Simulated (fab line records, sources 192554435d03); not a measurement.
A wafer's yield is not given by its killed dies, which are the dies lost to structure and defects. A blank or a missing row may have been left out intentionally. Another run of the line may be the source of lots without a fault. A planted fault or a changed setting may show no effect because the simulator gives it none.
Split-lot trial ; flow n5_finfet ; on a route of 1938 steps: 7 lots, 39 wafers read

## ON THE SPLIT
At N5_BEOL_M5_TRENCH_ETCH_37 (etches SiCOH lowk in C4F6/O2, target depth 71.652 nm, time 24.7 s), the setting time_s was moved away from the recipe's 24.7 s on 15 of the 39 wafers read, by -53.1% to +55.1%. This setting was run at the recipe's value on the other wafers.

## FROM THE SPLIT TO THE READING: what the file shows between them, 8 steps
- N5_BEOL_M5_ETCH_41: etches SiCN in CH3F/O2, target depth 31.5 nm, time 56.7 s
- N5_BEOL_M5_STRIP_91: strips in N2/H2, time 10 s
- N5_BEOL_M5_OCD_MEAS_38
- N5_BEOL_M5_HM_STRIP_39: strips TiN in peroxide tin strip, target depth 25 nm, time 158 s
- N5_BEOL_M5_SRD_40: time 30 s
- N5_BEOL_M5_ECD_50: material Cu, target thk 300 nm
- N5_BEOL_M5_ANNEAL_51: time 90 s
- N5_BEOL_M5_CMP_52: polishes, stops on SiCOH lowk, t overpolish 6.9 s, target thk 62 nm

## THE READING
M5_THK, in nm, at N5_BEOL_M5_THK_MEAS_53 (measures by xrf). Typical for fault-free wafers on this fab line: 60.9 nm, with standard deviation 1.3 nm.

wafer;tool, chamber at the split;time_s as run, s;against the recipe;M5_THK, nm;against lot-mates on the recipe
L078.2;rie_diel-03, 2;24.7;recipe;58.5;-
L078.3;rie_diel-03, 0;24.7;recipe;60.5;-
L078.5;rie_diel-03, 1;24.7;recipe;59.7;-
L081.1;rie_diel-06, 2;24.7;recipe;62.3;-
L081.2;rie_diel-06, 1;24.7;recipe;60.3;-
L081.3;rie_diel-06, 3;24.7;recipe;60.8;-
L081.4;rie_diel-06, 0;24.7;recipe;62.5;-
L081.5;rie_diel-06, 0;24.7;recipe;62.0;-
L081.6;rie_diel-06, 3;24.7;recipe;61.1;-
L085.1;rie_diel-02, 1;12.49;-49.4%;25.9;-35.0
L085.2;rie_diel-02, 3;24.7;recipe;61.0;-
L085.3;rie_diel-02, 2;24.7;recipe;61.2;-
L085.4;rie_diel-02, 0;12.49;-49.4%;25.9;-35.0
L085.5;rie_diel-02, 1;12.49;-49.4%;25.8;-35.1
L085.6;rie_diel-02, 2;24.7;recipe;60.5;-
L089.1;rie_diel-02, 3;24.7;recipe;59.7;-
L089.2;rie_diel-02, 2;19.48;-21.1%;44.8;-15.4
L089.3;rie_diel-02, 0;24.7;recipe;60.2;-
L089.4;rie_diel-02, 1;24.7;recipe;60.7;-
L089.5;rie_diel-02, 0;19.48;-21.1%;45.1;-15.1
L089.6;rie_diel-02, 1;19.48;-21.1%;45.2;-15.0
L088.1;rie_diel-02, 1;24.7;recipe;59.6;-
L088.2;rie_diel-02, 0;38.32;+55.1%;97.6;+37.8
L088.3;rie_diel-02, 3;38.32;+55.1%;97.1;+37.3
L088.4;rie_diel-02, 2;38.32;+55.1%;96.5;+36.7
L088.5;rie_diel-02, 1;24.7;recipe;60.2;-
L088.6;rie_diel-02, 0;24.7;recipe;59.5;-
L095.1;rie_diel-02, 1;11.59;-53.1%;23.4;-36.1
L095.2;rie_diel-02, 2;24.7;recipe;59.4;-
L095.3;rie_diel-02, 0;11.59;-53.1%;23.7;-35.8
L095.4;rie_diel-02, 3;11.59;-53.1%;23.3;-36.2
L095.5;rie_diel-02, 0;24.7;recipe;59.7;-
L095.6;rie_diel-02, 1;24.7;recipe;59.4;-
L096.1;rie_diel-06, 0;12.54;-49.2%;27.4;-34.2
L096.2;rie_diel-06, 3;24.7;recipe;61.3;-
L096.3;rie_diel-06, 2;24.7;recipe;62.3;-
L096.4;rie_diel-06, 2;12.54;-49.2%;26.7;-34.9
L096.5;rie_diel-06, 0;12.54;-49.2%;28.0;-33.6
L096.6;rie_diel-06, 3;24.7;recipe;61.3;-

FIT RESULTS
A straight line over all 39 wafers: M5_THK changes by +0.683 nm for each +1% of time_s; r = +1.00; the points scatter about the line by 1 nm.
The same after taking each lot's own level away (the mean of its wafers on the recipe; 39 wafers): +0.688 nm for each +1%; r = +1.00; scatter 0.64 nm.
The reading moves by 38 nm for the largest change in time_s, on that fit.
Measured against the standard deviation above, the lots' own levels, which go from 59.50 to 61.63 nm, span 1.6 times it.
Hence the lot-to-lot level has little effect on the slope; both slopes agree.
Check: for one of the wafers moved furthest among these (+55.1%), held out of the fit, the line's prediction against its lot-mates is +37.8 nm. Against them it came out at +37.8 nm.

## THE WHOLE CHAIN: every reading that the file lists as answering this split, in the file's order
step;what it does;reading;change (the file's fit);r (the file's)
N5_BEOL_M5_TRENCH_ETCH_37;etches SiCOH lowk in C4F6/O2, target depth 71.652 nm, time 24.7 s;etch.depth_nm (the simulator's own value, which no gauge read);+0.71 nm for each +1% of the setting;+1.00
N5_BEOL_M5_TRENCH_ETCH_37;etches SiCOH lowk in C4F6/O2, target depth 71.652 nm, time 24.7 s;BEOL_M5.feature_depth_nm (the simulator's own value, which no gauge read);+0.71 nm for each +1% of the setting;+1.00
N5_BEOL_M5_TRENCH_ETCH_37;etches SiCOH lowk in C4F6/O2, target depth 71.652 nm, time 24.7 s;TiN_of_BEOL_M5_HM_DEP_02.thk_nm (the simulator's own value, which no gauge read);-0.0187 nm for each +1% of the setting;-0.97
N5_BEOL_M5_OCD_MEAS_38;;trench_depth_nm;+0.71 nm for each +1% of the setting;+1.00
N5_BEOL_M5_CMP_52;polishes, stops on SiCOH lowk, t overpolish 6.9 s, target thk 62 nm;Cu_of_BEOL_M5_ECD_50.thk_nm (the simulator's own value, which no gauge read);+0.703 nm for each +1% of the setting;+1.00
N5_BEOL_M5_THK_MEAS_53;measures by xrf;M5_THK;+0.69 for each +1% of the setting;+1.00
N5_BEOL_M5_RS_MEAS_57;measures by four-point-probe;M5_RS;not straight: 1.321 at the lowest setting, 0.392 at the recipe, 0.221 at the highest;not given

## THE FILE'S OWN FIT
M5_THK changes by +0.69 nm for each +1% of time_s, r = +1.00.
